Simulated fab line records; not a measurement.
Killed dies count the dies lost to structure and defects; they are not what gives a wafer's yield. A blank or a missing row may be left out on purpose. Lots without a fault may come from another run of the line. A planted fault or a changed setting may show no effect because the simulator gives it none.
Comparing a struck lot with a sound one    flow n5-finfet    15 steps out of a route of 1938
Sound: wafers L287.2, L287.3, L287.5. Wafers L297.3, L297.4, L297.6 were the ones struck. The cause is given at the end.
For every step that has rows: the tool of each side, followed by ch and its chambers, followed by its first start. Under that, the readings that differ: sound wafers    struck wafers    difference of the means    sigmas: that difference in standard deviations of wafers without a fault.
alike: readings whose means differ by less than 2 such deviations, and words and numbers that are the same on both sides. not compared: withheld readings, readings that some wafer has no value for, bounds like >300 that may hide the same value, and numbers for which the record gives no deviation and whose values overlap.
Wherever a step has rows on one side only, a row that says differs or no value, or a row with sigmas, the two part there. When numbers do not overlap yet have no deviation, they are printed without sigmas and do not part them. A reading that every wafer of one side lacks parts them only if that side has two wafers or more.

first, 3 steps without rows for these wafers: N5_SDB_PRECLEAN_38 (cleans in dHF, time 10 s); N5_SDB_PRECLEAN_39 (cleans in O3/DIW, time 45 s); N5_SDB_SRD_28 (time 30 s).
N5_SDB_ALD_29: deposits SiNx, target thk 30 nm, pulse time 1 s, ald cycles 600.
  sound on ald-sin-01 ch 0,2,3, day 5 14:25; struck on ald-sin-02 ch 0,2,3, day 8 03:34
  alike: heater-power-w, precursor-pulse-height-rel, susceptor-temp-C
N5_SDB_CMP_30: polishes, stops on poly-Si, t overpolish 1.54 s, target thk 30 nm.
  sound on cmp-04 ch 0,2,3, day 5 17:11; struck on cmp-01 ch 2,3, day 8 06:17
  alike: motor-current-A, overpolish-run-s, slurry-filter-dp-kPa, time-to-endpoint-s
N5_SDB_THK_MEAS_31:
  sound: film-metro-02 at day 5 17:26; struck: film-metro-01 at day 8 06:35
  alike: SDB_THK
N5_SDB_INSPECT_36: inspects for defects (darkfield).
  sound: defect-inspect-02 at day 5 17:28; struck: defect-inspect-02 at day 8 06:37
  alike: raw-defect-count
N5_DUMMY_REMOVAL_HM_STRIP_01: strips SiNx in CH3F/O2, stops on poly-Si, target depth 4 nm, time 6.8 s.
  sound on rie-diel-04 ch 1,3, day 5 17:31; struck on rie-diel-05 ch 0,3, day 8 06:38
  alike: drypump-motor-current-A, oes-product-au, rf-vpp-V, showerhead-plenum-p-Torr, throttle-valve-pct
  not compared: rf-hours-counter-h
N5_DUMMY_REMOVAL_STRIP_10: strips in N2/H2, time 40 s.
  sound on rie-diel-04 ch 1,3, day 5 17:34; struck on rie-diel-05 ch 0,3, day 8 06:41
  alike: drypump-motor-current-A, oes-product-au, rf-vpp-V, showerhead-plenum-p-Torr, throttle-valve-pct
  not compared: rf-hours-counter-h
then, 2 steps without rows for these wafers: N5_DUMMY_REMOVAL_PRECLEAN_07 (cleans in dHF, time 30 s); N5_DUMMY_REMOVAL_DUMMY_REMOVE_02 (chemistry TMAH, target poly-Si, stops on SiO2, target depth 142 nm, time 57 s, rinse time 30 s).
N5_DUMMY_REMOVAL_INSPECT_06: inspects for defects (brightfield).
  sound: defect-inspect-02 at day 5 17:43; struck: defect-inspect-01 at day 8 06:50
  alike: raw-defect-count
N5_DUMMY_REMOVAL_PRECLEAN_08: cleans in NF3:NH3, afs cycles 2, time 20 s, sublimation time 60 s.
  sound on remote-plasma-01 ch 0, day 5 17:47; struck on remote-plasma-02 ch 1, day 8 06:56
reading     sound     struck                difference  sigmas
time-s (s)  20 20 20  23.715 23.715 23.715  +3.715      
then, 1 step without rows for these wafers: N5_DUMMY_REMOVAL_PRECLEAN_04 (cleans in DHF, time 37 s).
-- record jumps: 4 days separate the struck wafers' starts on either side; left off in module DUMMY_REMOVAL, taken up again in module BEOL_M4, whose first shown step is the route's number 1111 --
N5_BEOL_M4_RC_MEAS_101:
  sound on prober-02 ch 0, day 9 21:36; struck on prober-02 ch 0, day 12 09:26
  alike: DIBL_N, DIBL_P, IOFF_N, IOFF_P, ION_N, ION_P, SS_N, SS_P, VT_N, VT_P

WHERE THEY PART
Nowhere in this record.

WHY: what had been put in by the simulator
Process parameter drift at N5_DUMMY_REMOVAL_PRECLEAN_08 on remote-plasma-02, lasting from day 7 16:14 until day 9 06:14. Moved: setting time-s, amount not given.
